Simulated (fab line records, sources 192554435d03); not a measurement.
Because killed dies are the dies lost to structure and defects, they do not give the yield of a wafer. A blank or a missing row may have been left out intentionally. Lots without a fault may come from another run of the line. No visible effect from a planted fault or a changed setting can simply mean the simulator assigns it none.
fab line records	flow n5Finfet
[record] lots = 6	wafers = 18	lastDay = 20
route steps=1938 shown HKMG_FIN@391 BEOL_M4@1111
lots that met no fault: taken from a fault-free run of the same line
startH: start of the lot's first displayed wafer, in hours after the record's first day	waitH: how many hours have passed since the lot's step before this one	" as in the row above	L1.1+2: one row covering several wafers at once	- no value, or no start given	* or withheld: withheld	< > ~ a bound
route shown NAME@n: names a module that has steps shown in the file, with the first one's number in the route	usual: the fault-free wafers' mean and standard deviation	same: alike in all rows	chamber/n: place in a boat	sites: the reading at each site	_std_site: how widely they spread, as a standard deviation	_edge_site: inner sites' mean taken away from outer sites' mean	radiusMm: how far each site lies from the wafer's centre	mask NAME#n: copy n	behind: the most recent tool/chamber to have shaped the wafer	hold: why the lot was held/for how many hours/how that ended	device: the transistor (n, p or np) that didn't switch	end of line: tests of these same wafers at the route's end	for a step that has no rows: nothing shown but its recipe	killed: count of dies lost to structure and defects at first sort (not the wafer's yield)	map: a wafer's dies, x killed, . not, _ none there
set.NAME: the setting as run; set.NAME@STEP: as run at that earlier step	model.NAME: the simulator's own value behind a step, which no gauge read
a table for each step, a row for each wafer; lots at some steps of the route
services: when a tool's chamber went out of use (startH, in hours from the record's first day, below 0 if earlier), for how many hours, and the reason
[[steps]]
[step N5_HKMG_FIN_COAT_42]
[recipe] resist = SiARC	tempC = 220	timeS = 60	spinRpm = 1500	resistThkNm = 35
[step N5_HKMG_FIN_COAT_43]
[recipe] resist = CAR-ArF	spinRpm = 1500	resistThkNm = 90
[step N5_HKMG_FIN_EBR_45]
[recipe] solvent = PGMEA	ebrWidthMm = 1.5
[step N5_HKMG_FIN_SOFTBAKE_44]
[recipe] tempC = 110	timeS = 60	resist = CAR-ArF
[step N5_HKMG_FIN_EXPOSE_46]
[recipe] maskId = NDIPOLE	na = 1.35	sourceShape = conventional	sigmaOuter = 0.8	polarization = unpolarized	doseMj = 40
[step N5_HKMG_FIN_PEB_47]
[recipe] pebTempC = withheld	pebTimeS = 60	resist = CAR-ArF
[step N5_HKMG_FIN_DEVELOP_48]
[recipe] developTimeS = 30	developer = TMAH	resist = CAR-ArF	rinseLiquid = diw	dry = airSpin	devTempC = 23
[step N5_HKMG_FIN_CD_MEAS_49]
[recipe] targetCdNm = 202	landingEnergyEv = 500	detector = seInlens	polarity = opening
[usual] cdNm = 202.4/0.62
lot.wafer	tool	chamber	startH	waitH	cdNm
L938.1	cdSem-01	0	72.66	-	202.1
L938.2	"	0	"	"	201.9
L938.5	"	0	"	"	201.6
L940.2	cdSem-02	0	83.60	-	202.6
L940.3	"	0	"	"	203.2
L940.5	"	0	"	"	202.5
L944.1	cdSem-03	0	115.39	-	203.1
L944.4	"	0	"	"	202.4
L944.6	"	0	"	"	202.6
L948.1	cdSem-01	0	131.88	-	202.4
L948.3	"	0	"	"	202.5
L948.6	"	0	"	"	202.2
L953.1	cdSem-03	0	159.34	-	202.7
L953.3	"	0	"	"	202.3
L953.5	"	0	"	"	202.2
L961.3	cdSem-03	0	209.90	-	201.6
L961.5	"	0	"	"	202.1
L961.6	"	0	"	"	201.4
[step N5_HKMG_FIN_OVL_MEAS_50]
[recipe] pointsPerWafer = 44
[usual] NDIPOLE_OVL = 0.4/0.78
lot.wafer	tool	chamber	startH	waitH	NDIPOLE_OVL[nm]
L938.1	overlay-01	0	72.69	0.0	1.5
L938.2	"	0	"	"	0.7
L938.5	"	0	"	"	-0.1
L940.2	overlay-02	0	83.63	0.0	-0.1
L940.3	"	0	"	"	-0.4
L940.5	"	0	"	"	-0.6
L944.1	overlay-02	0	115.43	0.0	-0.4
L944.4	"	0	"	"	0.3
L944.6	"	0	"	"	-0.1
L948.1	overlay-01	0	131.91	0.0	0.3
L948.3	"	0	"	"	-0.9
L948.6	"	0	"	"	-0.6
L953.1	overlay-01	0	159.37	0.0	-0.2
L953.3	"	0	"	"	-0.2
L953.5	"	0	"	"	0.2
L961.3	overlay-01	0	209.93	0.0	1.1
L961.5	"	0	"	"	1.4
L961.6	"	0	"	"	2.6
[step N5_HKMG_FIN_INSPECT_61]
[recipe] mode = adi	inspectInstrument = macro
[usual] rawDefectCount = 1.9/1.4
lot.wafer	tool	chamber	startH	waitH	rawDefectCount
L938.1	defectInspect-02	-	72.71	0.0	2
L938.2	"	-	"	"	1
L938.5	"	-	"	"	0
L940.2	defectInspect-01	-	83.65	0.0	4
L940.3	"	-	"	"	1
L940.5	"	-	"	"	2
L944.1	defectInspect-02	-	115.45	0.0	1
L944.4	"	-	"	"	2
L944.6	"	-	"	"	1
L948.1	defectInspect-01	-	131.93	0.0	3
L948.3	"	-	"	"	1
L948.6	"	-	"	"	1
L953.1	defectInspect-02	-	159.39	0.0	5
L953.3	"	-	"	"	5
L953.5	"	-	"	"	4
L961.3	defectInspect-02	-	209.95	0.0	2
L961.5	"	-	"	"	1
L961.6	"	-	"	"	3
[step N5_HKMG_FIN_DESCUM_53]
[recipe] chemistry = O2	timeS = 7.9	sourcePowerW = 50	biasPowerW = 20	pressureMtorr = 20	rfFrequencyHz = 2.712e+07	tempC = 40	resist = CAR-ArF	o2FlowSccm = 225
[usual] drypumpMotorCurrentA = 5.6/0.53	o2FlowSccm = 225.0/0.73	oesProductAu = 0.79/0.085	rfVppV = 243.1/1.2	showerheadPlenumPTorr = 2.09/0.056	throttleValvePct = 20.17/0.2
lot.wafer	tool	chamber	startH	waitH	drypumpMotorCurrentA	o2FlowSccm	oesProductAu	rfHoursCounterH	rfVppV	showerheadPlenumPTorr	throttleValvePct
L938.1	rieDiel-01	2	72.75	0.0	5.2	224.8	0.71	203	240.6	2.01	20.31
L938.2	"	1	"	"	5.0	224.9	0.76	132	242.6	2.20	20.36
L938.5	"	1	"	"	5.0	225.7	0.77	-	245.3	2.20	20.36
L940.2	rieDiel-05	1	83.68	0.0	6.4	226.2	0.93	12	242.1	2.04	19.89
L940.3	"	0	"	"	5.2	225.9	0.83	80	243.6	2.11	20.19
L940.5	"	2	"	"	5.4	225.6	0.78	-	242.6	2.09	19.93
L944.1	rieDiel-01	1	115.48	0.0	5.1	224.8	0.75	143	244.6	2.20	20.38
L944.4	"	0	"	"	5.5	225.2	0.74	173	243.0	2.10	20.50
L944.6	"	3	"	"	5.6	226.2	0.87	-	243.8	2.05	20.00
L948.1	rieDiel-01	2	132.07	0.1	5.2	225.0	0.69	218	241.0	2.00	20.33
L948.3	"	1	"	"	5.1	225.6	0.74	147	245.0	2.20	20.38
L948.6	"	3	"	"	5.6	226.2	0.87	-	241.6	2.05	20.01
L953.1	rieDiel-05	2	159.42	0.0	5.4	224.9	0.77	130	242.5	2.09	19.94
L953.3	"	3	"	"	5.3	225.0	0.95	11	243.8	2.05	20.07
L953.5	"	2	"	"	5.4	225.5	0.77	-	243.1	2.09	19.95
L961.3	rieDiel-05	2	209.98	0.0	5.4	226.6	0.76	144	243.0	2.08	19.97
L961.5	"	1	"	"	6.4	224.5	0.87	-	242.1	2.03	19.95
L961.6	"	2	"	"	5.4	225.7	0.76	-	242.3	2.08	19.98
[step N5_HKMG_FIN_ETCH_54]
[recipe] chemistry = CF4	target = SiARC	targetDepthA = 455	maskMaterial = CAR-ArF	timeS = 75.8	ionEnergyEv = 80	pressureMtorr = 40	sourceW = 545	biasW = 36	Ar_flow_sccm = 100	cf4FlowSccm = 100	ends = cleared
[usual] biasW = 35.98/0.11	drypumpMotorCurrentA = 5.6/0.53	etchRfOnTimeS = 76.4/2.1	oesProductAu = 0.67/0.069	rfVppV = 184.1/1.3	showerheadPlenumPTorr = 2.14/0.048	throttleValvePct = 15.43/0.16
lot.wafer	tool	chamber	startH	waitH	biasW	drypumpMotorCurrentA	etchRfOnTimeS	oesProductAu	rfHoursCounterH	rfVppV	showerheadPlenumPTorr	throttleValvePct
L938.1	rieDiel-01	2	72.78	0.0	35.87	5.3	75.6	0.62	203	183.0	2.05	15.51
L938.2	"	1	"	"	36.03	5.1	76.6	0.66	132	186.7	2.22	15.44
L938.5	"	1	"	"	36.04	5.1	76.4	0.66	-	186.7	2.22	15.43
L940.2	rieDiel-05	1	83.72	0.0	35.78	6.4	78.6	0.77	12	184.2	2.12	15.24
L940.3	"	0	"	"	35.99	5.3	77.4	0.69	80	185.1	2.18	15.50
L940.5	"	2	"	"	35.93	5.4	74.8	0.68	-	185.3	2.17	15.29
L944.1	rieDiel-01	1	115.52	0.0	35.94	5.1	76.4	0.64	143	184.8	2.22	15.48
L944.4	"	0	"	"	36.00	5.5	75.4	0.62	173	182.4	2.14	15.67
L944.6	"	3	"	"	35.91	5.6	73.4	0.77	-	183.5	2.10	15.21
L948.1	rieDiel-01	2	132.11	0.0	35.99	5.3	75.0	0.60	218	181.4	2.05	15.53
L948.3	"	1	"	"	36.03	5.0	77.3	0.64	147	184.7	2.22	15.46
L948.6	"	3	"	"	35.99	5.7	75.4	0.74	-	184.3	2.10	15.23
L953.1	rieDiel-05	2	159.46	0.0	35.94	5.4	75.0	0.66	130	185.2	2.16	15.33
L953.3	"	3	"	"	35.96	5.3	78.9	0.81	11	185.8	2.11	15.36
L953.5	"	2	"	"	35.98	5.4	74.6	0.67	-	185.6	2.16	15.33
L961.3	rieDiel-05	2	210.02	0.0	35.96	5.4	74.1	0.65	144	185.0	2.16	15.35
L961.5	"	1	"	"	35.92	6.4	78.1	0.72	-	184.6	2.11	15.26
L961.6	"	2	"	"	35.91	5.3	74.3	0.65	-	184.0	2.16	15.34
[step N5_HKMG_FIN_ETCH_55]
[recipe] chemistry = N2/H2	target = SOC	targetDepthA = 2400	tempC = 40	timeS = 300	ionEnergyEv = 200	maskMaterial = SiARC	pressureMtorr = 30	sourceW = 840	biasW = 150	n2FlowSccm = 200	h2FlowSccm = 200
[usual] biasW = 149.9/0.47	drypumpMotorCurrentA = 5.6/0.53	oesProductAu = 0.78/0.079	rfVppV = 523.6/2	showerheadPlenumPTorr = 2.54/0.076	throttleValvePct = 17.62/0.21
lot.wafer	tool	chamber	startH	waitH	biasW	drypumpMotorCurrentA	oesProductAu	rfHoursCounterH	rfVppV	showerheadPlenumPTorr	throttleValvePct	model.HKMG_FIN.featureDepthNm	model.etch.depthNm	model.SiARC_of_HKMG_FIN_COAT_42.thkNm
L938.1	rieDiel-01	2	72.84	0.0	149.8	5.2	0.73	203	519.0	2.41	17.50	243.2	243.1	20.8
L938.2	"	1	"	"	149.4	5.0	0.76	132	528.2	2.70	18.02	237	236.9	21.2
L938.5	"	1	"	"	149.8	5.1	0.77	-	528.3	2.70	18.02	238	238.1	21.2
L940.2	rieDiel-05	1	83.77	0.0	150.7	6.4	0.90	12	522.8	2.50	17.40	230.4	230.3	22
L940.3	"	0	"	"	150.1	5.2	0.81	80	526.2	2.57	17.54	234.2	234.3	21.4
L940.5	"	2	"	"	150.0	5.4	0.79	-	523.4	2.55	17.38	243.2	243.2	20.6
L944.1	rieDiel-01	1	115.57	0.0	149.9	5.0	0.75	143	526.1	2.70	18.05	238.4	238.4	21
L944.4	"	0	"	"	149.6	5.5	0.74	173	522.6	2.54	17.87	238.8	238.9	20.8
L944.6	"	3	"	"	105.9	5.6	0.79	-	417.8	2.50	17.44	200.8	200.9	26.8
L948.1	rieDiel-01	2	132.16	0.0	150.1	5.2	0.72	218	522.2	2.40	17.54	243.8	243.8	20.6
L948.3	"	1	"	"	150.1	5.1	0.75	147	526.8	2.70	18.03	235.6	235.6	21.2
L948.6	"	3	"	"	105.7	5.6	0.79	-	418.4	2.50	17.46	203	202.9	26.8
L953.1	rieDiel-05	2	159.51	0.0	149.5	5.4	0.79	130	524.9	2.54	17.40	246.8	246.8	20.6
L953.3	"	3	"	"	149.8	5.2	0.96	11	522.9	2.49	17.58	235.6	235.6	21.2
L953.5	"	2	"	"	149.3	5.4	0.78	-	523.5	2.54	17.42	248	248.1	20.6
L961.3	rieDiel-05	2	210.07	0.0	150.2	5.4	0.77	144	525.1	2.53	17.43	246.8	246.9	20.2
L961.5	"	1	"	"	149.7	6.5	0.84	-	520.9	2.49	17.44	227.2	227.2	22.2
L961.6	"	2	"	"	149.4	5.4	0.77	-	522.5	2.53	17.44	245.6	245.7	20.4
[step N5_HKMG_FIN_STRIP_56]
[recipe] chemistry = N2/H2	tempC = 40	n2FlowSccm = 200	h2FlowSccm = 200	rfFrequencyHz = 6e+07
[step N5_BEOL_M4_RC_MEAS_101]
[usual] DIBL_N = 37.1/2.6	DIBL_P = 38/3	IOFF_N = 0.18/0.052	IOFF_P = 0.25/0.06	ION_N = 678/15	ION_P = 467/8.6	SS_N = 71.7/0.73	SS_P = 73.7/0.89	VT_N = 249/4.3	VT_P = -248/3.8
lot.wafer	tool	chamber	startH	waitH	DIBL_N[mV/V]	DIBL_P[mV/V]	IOFF_N[nA/um]	IOFF_P[nA/um]	ION_N[uA/um]	ION_P[uA/um]	SS_N[mV/dec]	SS_P[mV/dec]	VT_N[mV]	VT_P[mV]
L938.1	prober-01	0	230.79	0.0	35.2	37	0.16	0.23	667	465	71.4	73.5	252	-246
L938.2	"	0	"	"	37.3	42	0.21	0.33	678	471	72.4	74.3	246	-243
L938.5	"	0	"	"	37.4	38	0.22	0.24	671	457	73.1	73.1	249	-246
L940.2	prober-02	0	245.45	0.2	35.9	34	0.14	0.21	677	468	71.3	71.9	248	-247
L940.3	"	0	"	"	38.3	38	0.20	0.26	692	473	71.8	73.7	243	-246
L940.5	"	0	"	"	39.2	37	0.22	0.27	700	475	72.1	73.9	244	-244
L944.1	prober-01	0	265.52	0.0	38.1	38	0.18	0.26	686	476	71.7	73.7	249	-244
L944.4	"	0	"	"	38.1	39	0.19	0.29	681	483	71.9	73.8	244	-241
L944.6	"	0	"	"	37.8	39	0.19	0.29	697	486	71.2	73.8	247	-244
L948.1	prober-02	0	312.64	0.0	37.8	38	0.19	0.25	666	458	72.7	74.4	247	-249
L948.3	"	0	"	"	33.6	33	0.12	0.18	654	456	71.0	72.4	255	-251
L948.6	"	0	"	"	36.9	39	0.18	0.28	671	469	71.2	73.3	249	-246
L953.1	prober-01	0	317.15	0.0	35.4	36	0.13	0.21	662	464	71.3	73.9	255	-251
L953.3	"	0	"	"	35.0	36	0.13	0.22	669	464	70.7	73.9	254	-249
L953.5	"	0	"	"	36.1	38	0.15	0.25	682	473	71.1	74.1	250	-247
L961.3	prober-02	0	375.66	0.3	38.1	39	0.22	0.27	683	469	72.4	74.3	245	-249
L961.5	"	0	"	"	37.7	40	0.22	0.29	690	468	72.2	74.0	245	-247
L961.6	"	0	"	"	40.0	42	0.27	0.34	699	472	72.8	74.7	242	-242
[[services]]
tool	chamber	startH	hours	kind
rieDiel-05	3	105.73	-	clean
rieDiel-05	3	105.73	-	consumableReplace:focusRing
rieDiel-05	3	105.73	15.2	scheduledDown
rieDiel-05	3	105.73	15.2	ventCycle
rieDiel-01	1	110.94	3.2	repair
rieDiel-01	-	123.84	1.0	repair
rieDiel-01	-	147.93	0.5	repair
rieDiel-05	-	177.06	2.8	pm
rieDiel-05	-	188.93	0.2	repair
rieDiel-01	0	208.40	5.3	repair
rieDiel-05	-	208.65	0.6	repair
[[key]]
[firstSign] step = N5_HKMG_FIN_ETCH_55	reading = biasW	direction = down	sigmas = 95	usual = *	struck = *
[effect] step = N5_HKMG_FIN_ETCH_55	reading = rfVppV	direction = down	sigmas = 52	usual = 523.6	struck = 418.1
[modelEffect] step = N5_HKMG_FIN_ETCH_55	value = HKMG_FIN.featureDepthNm	without = 240.7	struck = 201.9
metAt N5_HKMG_FIN_ETCH_55
struckWafers L944.6,L948.6
[fault] kind = processParameterDrift	tool = rieDiel-01	chamber = 3	onsetH = 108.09	steps = N5_HKMG_FIN_ETCH_55	channel = biasW	offset = *	shape = step	endH = 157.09	actsIn = *	stated = *
